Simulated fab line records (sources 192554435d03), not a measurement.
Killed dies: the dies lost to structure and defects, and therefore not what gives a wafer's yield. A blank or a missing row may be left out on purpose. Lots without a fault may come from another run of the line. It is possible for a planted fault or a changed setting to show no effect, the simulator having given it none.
Matching of chambers    flow n5-finfet    N5_MOL_CONTACT_COAG_CMP_28 on cmp-01 has 4 sister chambers
The step polishes, stops on SiNx, t overpolish 0.85 s, target thk 14.522 nm. 8 wafers are shown with their chamber, then 11 later ones without.

## WAFERS, EACH WITH ITS CHAMBER
wafer   chamber  motor-current-A (A)  time-to-endpoint-s (s)
L079.4  1        13.2                 8.0
L081.2  3        13.8                 5.3
L084.3  2        13.6                 4.1
L084.6  2        13.9                 5.6
L089.2  1        11.5                 2.8
L089.3  0        13.5                 4.5
L089.4  3        14.2                 3.6
L091.3  0        12.8                 8.3

## WAFERS WHOSE CHAMBER IS MISSING
wafer   motor-current-A (A)  time-to-endpoint-s (s)
L091.4  11.9                 5.5
L091.5  12.6                 7.0
L092.4  13.0                 4.5
L092.5  13.1                 6.1
L092.6  12.9                 0.7
L093.1  11.9                 4.3
L093.4  12.9                 4.3
L093.5  12.4                 3.4
L094.1  13.9                 4.6
L094.2  12.5                 2.0
L094.4  12.5                 8.4

## CHAMBER TAKEN BY EACH
wafer   from the rows above                in truth
L091.4  can't be placed: 1 or 0            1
L091.5  can't be placed: 1 or 0 or 2 or 3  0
L092.4  can't be placed: 0 or 1 or 2 or 3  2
L092.5  can't be placed: 0 or 2 or 1 or 3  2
L092.6  can't be placed: 1 or 2 or 3 or 0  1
L093.1  can't be placed: 1 or 0 or 2       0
L093.4  can't be placed: 1 or 0 or 2 or 3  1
L093.5  can't be placed: 1 or 0 or 2 or 3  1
L094.1  can't be placed: 3 or 2 or 0       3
L094.2  can't be placed: 1 or 0 or 2 or 3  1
L094.4  can't be placed: 1 or 0 or 2 or 3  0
Correctly placed: 0 of 11. These rows do not allow placing 11 (true chamber among the candidates in 11). Wrongly placed: 0.
How it was worked out, from the rows above alone: a wafer's distance from a chamber is the root of the sum, over the readings, of the square of ((its reading less the chamber's mean) divided by the reading's scatter). The wafer belongs to the nearest chamber; if the next one is less than 2 further off, it can't be placed. Each chamber's mean is taken over the wafers shown for it. How the scatter is found: for the shown wafers, subtract from each reading the mean of its chamber, square and add these, divide the total by (wafers less chambers), then take the root.
